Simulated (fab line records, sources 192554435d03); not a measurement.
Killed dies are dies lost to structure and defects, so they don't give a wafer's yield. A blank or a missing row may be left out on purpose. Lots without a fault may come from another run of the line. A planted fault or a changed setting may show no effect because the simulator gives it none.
Chamber matching | flow n5_finfet | N5_ZERO_LAYER_ETCH_18 on rie_si-02: 4 sister chambers
The step etches Si in HBr/Cl2, target depth 120 nm, time 40 s. 4 wafers are shown with their chamber, then 8 later ones without.

WAFERS WITH THEIR CHAMBER
wafer  | chamber | drypump_motor_current_A (A)
L085.5 | 3       | 5.6
L086.2 | 1       | 6.0
L086.6 | 0       | 6.2
L087.1 | 2       | 5.4

WAFERS WITHOUT THEIR CHAMBER
wafer  | drypump_motor_current_A (A)
L087.5 | 6.0
L087.6 | 5.4
L090.4 | 5.9
L090.5 | 6.2
L090.6 | 6.0
L095.2 | 5.4
L095.5 | 5.4
L095.6 | 5.6

WHICH CHAMBER EACH WENT THROUGH
wafer  | from the rows above | in truth
L087.5 | 1                   | 1
L087.6 | 2                   | 2
L090.4 | 1                   | 1
L090.5 | 0                   | 0
L090.6 | 1                   | 1
L095.2 | 2                   | 2
L095.5 | 2                   | 2
L095.6 | 3                   | 3
Placed correctly: 8 of 8. Can't be placed from these rows: 0. Placed wrongly: 0.
How it was worked out, from the rows above alone: a wafer's distance from a chamber is the root of the sum, over the readings, of the square of ((its reading less the chamber's mean) divided by the reading's scatter). The wafer belongs to the nearest chamber; if the next one is less than 2 further off, it can't be placed. A chamber's mean is the mean of its shown wafers. The scatter: with one shown wafer a chamber, the root of the mean of the squares of how far each hidden wafer lies from its nearest shown one.
